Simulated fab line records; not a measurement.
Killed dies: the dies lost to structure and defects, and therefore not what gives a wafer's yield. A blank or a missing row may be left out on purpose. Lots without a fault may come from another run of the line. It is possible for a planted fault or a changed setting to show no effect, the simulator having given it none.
Matching of chambers    flow n5-finfet    3 sister chambers for N5_SDB_HM_DEP_00 on pecvd-02
The step deposits SiNx from SiH4/NH3/N2, target thk 40 nm, time 35.3 s. 6 wafers are shown with their chamber, then 12 later ones without.

== WAFERS, EACH WITH ITS CHAMBER ==
wafer   chamber  throttle-valve-pct (%)  heater-power-w (W)
L086.1  1        42.9                    789
L086.5  1        42.8                    766
L087.5  0        41.8                    760
L088.1  0        41.4                    737
L088.2  2        39.1                    581
L088.4  2        39.1                    579

== WAFERS WITH NO CHAMBER GIVEN ==
wafer   throttle-valve-pct (%)  heater-power-w (W)
L091.4  41.7                    809
L091.5  42.7                    680
L091.6  39.1                    621
L093.1  42.4                    785
L093.4  39.6                    640
L093.5  42.9                    786
L095.1  39.4                    542
L095.3  42.6                    730
L095.6  39.4                    544
L096.1  41.9                    780
L096.5  41.6                    758
L096.6  39.6                    642

== THE CHAMBER EACH PASSED THROUGH ==
wafer   from the rows above      in truth
L091.4  0                        0
L091.5  can't be placed: 1 or 0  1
L091.6  2                        2
L093.1  1                        1
L093.4  2                        2
L093.5  1                        1
L095.1  2                        2
L095.3  1                        1
L095.6  2                        2
L096.1  0                        0
L096.5  0                        0
L096.6  2                        2
Correctly placed: 11 of 12. These rows do not allow placing 1 (true chamber among the candidates in 1). Number placed wrongly: 0.
How it was worked out, from the rows above alone: a wafer's distance from a chamber is the root of the sum, over the readings, of the square of ((its reading less the chamber's mean) divided by the reading's scatter). The wafer belongs to the nearest chamber; if the next one is less than 2 further off, it can't be placed. The mean given for a chamber averages the wafers shown for that chamber. The scatter: take each reading less its chamber's mean, square it, sum over the shown wafers, divide by the number of wafers less the number of chambers, and take the root.
